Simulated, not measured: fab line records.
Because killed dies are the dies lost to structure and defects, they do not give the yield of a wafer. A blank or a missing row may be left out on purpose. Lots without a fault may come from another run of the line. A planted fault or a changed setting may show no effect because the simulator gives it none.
Which tool is to blame? | flow nand harc | Sampling: 24 lots, 72 wafers, 6 of 1302 route steps

WHAT THE GAUGES SHOWED, per wafer
NHARC_P_M2_THK_MEAS_24: measures by xrf. Usual: thk nm at 144.0 nm, with a standard deviation of 1.4.
lot  | measured     | on            | thk nm (nm)       | flag
L074 | day 6 17:22  | film metro-01 | 143.0 142.1 146.3 |
L076 | day 7 09:53  | film metro-02 | 143.7 143.6 142.2 |
L075 | day 7 10:20  | film metro-01 | 146.1 143.9 147.9 |
L077 | day 7 21:56  | film metro-01 | 145.1 142.8 144.3 |
L078 | day 8 02:56  | film metro-02 | 145.6 142.9 142.3 |
L079 | day 8 09:13  | film metro-01 | 145.1 144.4 144.7 |
L080 | day 8 22:50  | film metro-02 | 145.5 143.9 145.5 |
L081 | day 9 15:44  | film metro-02 | 145.2 145.7 143.8 |
L082 | day 9 22:13  | film metro-01 | 146.5 144.8 142.0 |
L083 | day 10 10:53 | film metro-02 | 143.3 142.7 141.5 |
L084 | day 10 20:09 | film metro-02 | 143.8 144.0 144.3 |
L085 | day 10 23:50 | film metro-01 | 142.9 144.0 144.0 |
L086 | day 11 17:47 | film metro-02 | 144.7 143.4 144.3 |
L087 | day 11 18:20 | film metro-02 | 143.6 147.9 141.7 |
L088 | day 12 11:36 | film metro-02 | 143.1 141.6 144.7 |
L089 | day 12 12:20 | film metro-02 | 142.9 145.1 143.3 |
L090 | day 13 01:41 | film metro-02 | 144.7 144.9 146.2 |
L091 | day 13 13:52 | film metro-01 | 142.9 141.4 143.9 |
L092 | day 14 03:09 | film metro-01 | 144.1 146.3 144.0 |
L093 | day 14 06:56 | film metro-01 | 144.7 147.5 144.3 |
L094 | day 14 18:35 | film metro-01 | 143.6 144.7 143.4 |
L095 | day 15 06:22 | film metro-02 | 144.7 145.8 142.0 |
L096 | day 16 03:18 | film metro-01 | 145.8 142.9 145.5 |
L097 | day 16 05:06 | film metro-02 | 142.7 141.0 143.7 |

NHARC_A_ZERO_WELL_CD_MEAS_10 targets a cd of 2000 nm. Usual: cd nm at 1999.8 nm, with a standard deviation of 1.9.
lot  | measured     | on        | cd nm (nm)           | flag
L074 | day 6 23:34  | cd sem-01 | 2002.7 1999.6 1999.7 |
L076 | day 7 16:14  | cd sem-03 | 2000.9 1999.1 2000.1 |
L075 | day 7 16:24  | cd sem-01 | 2000.9 2001.7 2002.3 |
L077 | day 8 03:52  | cd sem-01 | 1996.1 1996.7 1998.3 |
L078 | day 8 08:56  | cd sem-01 | 2002.0 2001.5 2002.8 |
L079 | day 8 15:14  | cd sem-01 | 1999.7 1999.1 1997.6 |
L080 | day 9 04:52  | cd sem-03 | 2002.3 2001.4 1998.7 |
L081 | day 9 21:29  | cd sem-03 | 1996.9 1997.7 1999.1 |
L082 | day 10 04:14 | cd sem-01 | 2001.6 2001.5 2001.4 |
L083 | day 10 16:53 | cd sem-02 | 2000.8 1999.0 2000.0 |
L084 | day 11 02:20 | cd sem-01 | 1996.1 1999.3 1996.5 |
L085 | day 11 06:04 | cd sem-03 | 2000.8 1997.2 2001.1 |
L086 | day 11 23:49 | cd sem-02 | 2000.3 2001.7 1999.4 |
L087 | day 12 00:15 | cd sem-02 | 2000.5 2001.7 2001.7 |
L088 | day 12 17:42 | cd sem-02 | 1999.8 2000.3 1998.1 |
L089 | day 12 18:19 | cd sem-03 | 2001.2 2002.6 1998.9 |
L090 | day 13 07:49 | cd sem-03 | 1999.5 2001.7 1999.9 |
L091 | day 13 19:39 | cd sem-02 | 2003.0 1998.9 2001.6 |
L092 | day 14 09:40 | cd sem-01 | 1998.3 2000.1 1999.7 |
L093 | day 14 12:59 | cd sem-01 | 1999.8 1997.8 1997.2 |
L094 | day 15 00:22 | cd sem-01 | 2001.9 1997.6 2001.5 |
L095 | day 15 12:28 | cd sem-01 | 1997.7 2000.4 1997.8 |
L096 | day 16 09:26 | cd sem-02 | 1998.8 1995.7 1998.7 |
L097 | day 16 11:26 | cd sem-01 | 2001.3 1998.9 1997.8 |

EACH LOT AND THE TOOL THAT RAN IT (in order: tool; ch and the chambers of the sampled wafers; start)
lot  | NHARC_P_M2_ETCH_35                 | NHARC_P_M2_PVD_21                       | NHARC_P_BONDPAD_PRE_CLEAN_26            | NHARC_P_BONDPAD_PVD_27
L074 | rie diel-07 ch 0,1,2, day 6 15:04  | pvd sputter-01, day 6 17:22 or earlier  | pvd sputter-02, day 6 23:34 or earlier  | pvd sputter-02, day 6 23:34 or earlier
L076 | rie diel-08 ch 0,2,3, day 7 07:35  | pvd sputter-03, day 7 09:53 or earlier  | pvd sputter-01, day 7 16:14 or earlier  | pvd sputter-01, day 7 16:14 or earlier
L075 | rie diel-08 ch 0,1,3, day 7 08:02  | pvd sputter-02, day 7 10:20 or earlier  | pvd sputter-02, day 7 16:24 or earlier  | pvd sputter-02, day 7 16:24 or earlier
L077 | rie diel-07 ch 0,1,3, day 7 19:37  | pvd sputter-02, day 7 21:56 or earlier  | pvd sputter-02, day 8 03:52 or earlier  | pvd sputter-02, day 8 03:52 or earlier
L078 | rie diel-08 ch 0,1,3, day 8 00:32  | pvd sputter-02, day 8 02:56 or earlier  | pvd sputter-02, day 8 08:56 or earlier  | pvd sputter-02, day 8 08:56 or earlier
L079 | rie diel-05 ch 2,3, day 8 06:52    | pvd sputter-01, day 8 09:13 or earlier  | pvd sputter-01, day 8 15:14 or earlier  | pvd sputter-01, day 8 15:14 or earlier
L080 | rie diel-07 ch 0,1,3, day 8 20:27  | pvd sputter-02, day 8 22:50 or earlier  | pvd sputter-01, day 9 04:52 or earlier  | pvd sputter-01, day 9 04:52 or earlier
L081 | rie diel-08 ch 0,2, day 9 13:22    | pvd sputter-03, day 9 15:44 or earlier  | pvd sputter-01, day 9 21:29 or earlier  | pvd sputter-01, day 9 21:29 or earlier
L082 | rie diel-05 ch 0,1,3, day 9 19:53  | pvd sputter-03, day 9 22:13 or earlier  | pvd sputter-02, day 10 04:14 or earlier | pvd sputter-02, day 10 04:14 or earlier
L083 | rie diel-08 ch 0,1,2, day 10 08:34 | pvd sputter-03, day 10 10:53 or earlier | pvd sputter-03, day 10 16:53 or earlier | pvd sputter-03, day 10 16:53 or earlier
L084 | rie diel-07 ch 1,2,3, day 10 17:47 | pvd sputter-03, day 10 20:09 or earlier | pvd sputter-03, day 11 02:20 or earlier | pvd sputter-03, day 11 02:20 or earlier
L085 | rie diel-07 ch 0,1,3, day 10 21:32 | pvd sputter-01, day 10 23:50 or earlier | pvd sputter-03, day 11 06:04 or earlier | pvd sputter-03, day 11 06:04 or earlier
L086 | rie diel-08 ch 0,1,3, day 11 15:19 | pvd sputter-01, day 11 17:47 or earlier | pvd sputter-01, day 11 23:49 or earlier | pvd sputter-01, day 11 23:49 or earlier
L087 | rie diel-07 ch 1,2, day 11 16:00   | pvd sputter-02, day 11 18:20 or earlier | pvd sputter-02, day 12 00:15 or earlier | pvd sputter-02, day 12 00:15 or earlier
L088 | rie diel-05 ch 0,2, day 12 09:12   | pvd sputter-01, day 12 11:36 or earlier | pvd sputter-03, day 12 17:42 or earlier | pvd sputter-03, day 12 17:42 or earlier
L089 | rie diel-05 ch 0,2,3, day 12 10:00 | pvd sputter-03, day 12 12:20 or earlier | pvd sputter-02, day 12 18:19 or earlier | pvd sputter-02, day 12 18:19 or earlier
L090 | rie diel-07 ch 0,1,3, day 12 23:22 | pvd sputter-03, day 13 01:41 or earlier | pvd sputter-01, day 13 07:49 or earlier | pvd sputter-01, day 13 07:49 or earlier
L091 | rie diel-08 ch 0,1,3, day 13 11:17 | pvd sputter-01, day 13 13:52 or earlier | pvd sputter-01, day 13 19:39 or earlier | pvd sputter-01, day 13 19:39 or earlier
L092 | rie diel-07 ch 1,2,3, day 14 00:46 | pvd sputter-02, day 14 03:09 or earlier | pvd sputter-01, day 14 09:40 or earlier | pvd sputter-01, day 14 09:40 or earlier
L093 | rie diel-07 ch 1,2,3, day 14 04:33 | pvd sputter-01, day 14 06:56 or earlier | pvd sputter-02, day 14 12:59 or earlier | pvd sputter-02, day 14 12:59 or earlier
L094 | rie diel-05 ch 0,1,3, day 14 16:16 | pvd sputter-02, day 14 18:35 or earlier | pvd sputter-03, day 15 00:22 or earlier | pvd sputter-03, day 15 00:22 or earlier
L095 | rie diel-07 ch 0,1,2, day 15 04:03 | pvd sputter-03, day 15 06:22 or earlier | pvd sputter-03, day 15 12:28 or earlier | pvd sputter-03, day 15 12:28 or earlier
L096 | rie diel-07 ch 1,3, day 16 00:59   | pvd sputter-02, day 16 03:18 or earlier | pvd sputter-01, day 16 09:26 or earlier | pvd sputter-01, day 16 09:26 or earlier
L097 | rie diel-05 ch 2,3, day 16 02:46   | pvd sputter-02, day 16 05:06 or earlier | pvd sputter-03, day 16 11:26 or earlier | pvd sputter-03, day 16 11:26 or earlier
- NHARC_P_M2_ETCH_35: etches the open film in N2/H2, target depth 40 nm, overetch 12 nm, time 43.94 s.
- NHARC_P_M2_PVD_21: deposits Cu, target thk 30 nm, time 20.49 s.
- NHARC_P_BONDPAD_PRE_CLEAN_26: time 30 s.
- NHARC_P_BONDPAD_PVD_27: deposits Cu, target thk 30 nm, time 20.49 s.

WHAT THE TOOLS THEMSELVES READ (means of the sampled wafers that have a number; where no wafer has one, the mark that the record gives instead)
NHARC_P_M2_ETCH_35. Usual: bias w 150.0 W (standard deviation 0.42); chamber pressure mTorr 30.005 mTorr (standard deviation 0.027); drypump motor current A 5.7 A (standard deviation 0.49); oes product au 0.999 a.u. (standard deviation 0.01); rf vpp V 428.4 V (standard deviation 2.5); showerhead plenum p Torr 1.96 Torr (standard deviation 0.082); throttle valve pct 14.172 % (standard deviation 0.0091).
lot  | tool        | bias w (W) | chamber pressure mTorr (mTorr) | drypump motor current A (A) | oes product au (a.u.) | rf vpp V (V) | showerhead plenum p Torr (Torr) | throttle valve pct (%) | flag
L074 | rie diel-07 | 149.7      | 30.037                         | 6.0                         | 0.997                 | 428.7        | 1.97                            | 14.171                 |
L076 | rie diel-08 | 150.3      | 29.981                         | 5.7                         | 1.000                 | 427.2        | 1.90                            | 14.173                 |
L075 | rie diel-08 | 149.5      | 30.004                         | 5.8                         | 1.001                 | 426.3        | 1.91                            | 14.168                 |
L077 | rie diel-07 | 150.3      | 30.013                         | 5.9                         | 1.002                 | 431.5        | 2.05                            | 14.170                 |
L078 | rie diel-08 | 150.3      | 30.003                         | 5.8                         | 1.000                 | 427.4        | 1.91                            | 14.172                 |
L079 | rie diel-05 | 150.1      | 30.021                         | 5.1                         | 1.004                 | 427.8        | 1.93                            | 14.174                 |
L080 | rie diel-07 | 150.1      | 30.009                         | 5.9                         | 1.005                 | 431.4        | 2.05                            | 14.171                 |
L081 | rie diel-08 | 150.0      | 29.977                         | 5.9                         | 1.013                 | 425.8        | 1.90                            | 14.174                 |
L082 | rie diel-05 | 150.4      | 30.016                         | 5.6                         | 1.006                 | 426.8        | 1.94                            | 14.175                 |
L083 | rie diel-08 | 150.0      | 30.004                         | 6.0                         | 1.001                 | 427.5        | 1.91                            | 14.170                 |
L084 | rie diel-07 | 150.2      | 30.003                         | 5.8                         | 0.990                 | 430.8        | 2.03                            | 14.179                 |
L085 | rie diel-07 | 149.9      | 29.989                         | 5.9                         | 0.996                 | 431.5        | 2.05                            | 14.171                 |
L086 | rie diel-08 | 149.7      | 29.997                         | 5.8                         | 1.010                 | 426.8        | 1.91                            | 14.171                 |
L087 | rie diel-07 | 150.1      | 29.988                         | 5.9                         | 0.998                 | 428.3        | 1.95                            | 14.182                 |
L088 | rie diel-05 | 149.8      | 29.993                         | 5.3                         | 1.000                 | 427.7        | 1.90                            | 14.179                 |
L089 | rie diel-05 | 149.3      | 30.005                         | 5.1                         | 1.004                 | 427.9        | 1.92                            | 14.172                 |
L090 | rie diel-07 | 150.1      | 30.000                         | 5.9                         | 0.982                 | 430.9        | 2.05                            | 14.174                 |
L091 | rie diel-08 | 150.2      | 29.991                         | 5.8                         | 0.998                 | 426.4        | 1.91                            | 14.169                 |
L092 | rie diel-07 | 149.9      | 30.003                         | 5.8                         | 0.997                 | 430.5        | 2.03                            | 14.169                 |
L093 | rie diel-07 | 150.0      | 30.036                         | 5.8                         | 0.997                 | 430.7        | 2.03                            | 14.175                 |
L094 | rie diel-05 | 149.8      | 30.006                         | 5.5                         | 1.003                 | 428.6        | 1.94                            | 14.171                 |
L095 | rie diel-07 | 150.1      | 30.002                         | 6.0                         | 0.987                 | 428.2        | 1.97                            | 14.173                 |
L096 | rie diel-07 | 149.8      | 29.998                         | 6.1                         | 0.992                 | 430.7        | 2.04                            | 14.162                 |
L097 | rie diel-05 | 149.7      | 29.991                         | 5.0                         | 1.010                 | 428.4        | 1.94                            | 14.170                 |

NHARC_P_M2_PVD_21. Usual: throttle valve pct at 30.2 %, with a standard deviation of 1.3.
lot  | tool           | throttle valve pct (%) | flag
L074 | pvd sputter-01 | 30.7                   |
L076 | pvd sputter-03 | 31.4                   |
L075 | pvd sputter-02 | 29.8                   |
L077 | pvd sputter-02 | 29.8                   |
L078 | pvd sputter-02 | 29.8                   |
L079 | pvd sputter-01 | 29.8                   |
L080 | pvd sputter-02 | 30.1                   |
L081 | pvd sputter-03 | 31.1                   |
L082 | pvd sputter-03 | 29.1                   |
L083 | pvd sputter-03 | 29.6                   |
L084 | pvd sputter-03 | 30.3                   |
L085 | pvd sputter-01 | 30.5                   |
L086 | pvd sputter-01 | 29.6                   |
L087 | pvd sputter-02 | 30.9                   |
L088 | pvd sputter-01 | 30.0                   |
L089 | pvd sputter-03 | 31.9                   |
L090 | pvd sputter-03 | 31.8                   |
L091 | pvd sputter-01 | 29.7                   |
L092 | pvd sputter-02 | 30.2                   |
L093 | pvd sputter-01 | 29.6                   |
L094 | pvd sputter-02 | 29.9                   |
L095 | pvd sputter-03 | 31.2                   |
L096 | pvd sputter-02 | 29.9                   |
L097 | pvd sputter-02 | 30.5                   |

NHARC_P_BONDPAD_PRE_CLEAN_26. Usual: heater power w at 396 W, with a standard deviation of 38.
lot  | tool           | heater power w (W) | flag
L074 | pvd sputter-02 | 393                |
L076 | pvd sputter-01 | 384                |
L075 | pvd sputter-02 | 371                |
L077 | pvd sputter-02 | 411                |
L078 | pvd sputter-02 | 370                |
L079 | pvd sputter-01 | 386                |
L080 | pvd sputter-01 | 397                |
L081 | pvd sputter-01 | 402                |
L082 | pvd sputter-02 | 357                |
L083 | pvd sputter-03 | 425                |
L084 | pvd sputter-03 | 406                |
L085 | pvd sputter-03 | 410                |
L086 | pvd sputter-01 | 393                |
L087 | pvd sputter-02 | 363                |
L088 | pvd sputter-03 | 422                |
L089 | pvd sputter-02 | 405                |
L090 | pvd sputter-01 | 390                |
L091 | pvd sputter-01 | 375                |
L092 | pvd sputter-01 | 389                |
L093 | pvd sputter-02 | 405                |
L094 | pvd sputter-03 | 397                |
L095 | pvd sputter-03 | 426                |
L096 | pvd sputter-01 | 380                |
L097 | pvd sputter-03 | 412                |

NHARC_P_BONDPAD_PVD_27. Usual: throttle valve pct at 30.3 %, with a standard deviation of 1.3.
lot  | tool           | throttle valve pct (%) | flag
L074 | pvd sputter-02 | 29.4                   |
L076 | pvd sputter-01 | 29.9                   |
L075 | pvd sputter-02 | 29.8                   |
L077 | pvd sputter-02 | 29.9                   |
L078 | pvd sputter-02 | 30.7                   |
L079 | pvd sputter-01 | 30.5                   |
L080 | pvd sputter-01 | 30.0                   |
L081 | pvd sputter-01 | 31.2                   |
L082 | pvd sputter-02 | 29.1                   |
L083 | pvd sputter-03 | 29.8                   |
L084 | pvd sputter-03 | 31.8                   |
L085 | pvd sputter-03 | 32.3                   |
L086 | pvd sputter-01 | 30.4                   |
L087 | pvd sputter-02 | 30.0                   |
L088 | pvd sputter-03 | 31.3                   |
L089 | pvd sputter-02 | 30.4                   |
L090 | pvd sputter-01 | 30.3                   |
L091 | pvd sputter-01 | 30.1                   |
L092 | pvd sputter-01 | 29.4                   |
L093 | pvd sputter-02 | 30.4                   |
L094 | pvd sputter-03 | 30.0                   |
L095 | pvd sputter-03 | 29.6                   |
L096 | pvd sputter-01 | 30.0                   |
L097 | pvd sputter-03 | 30.4                   |

THE ANSWER, worked out from the rows above alone
Rule: a lot counts as off when the mean over its wafers that have a number is more than 3 standard deviations away from the usual mean. A lot without any number at a reading at which 4 lots or more have one is off too. Where the step has rows for the other lots, those lots are counted as sound. First the gauges in route order, then the tools' own readings, where a lot's mean is used as printed above. The first step at which some lot is off is used, and at that step the reading that is off furthest; a lot without a number counts as furthest.
No lot is off on any of the readings shown, so nothing can be concluded from this.

WHAT HAD BEEN PUT IN BY THE SIMULATOR
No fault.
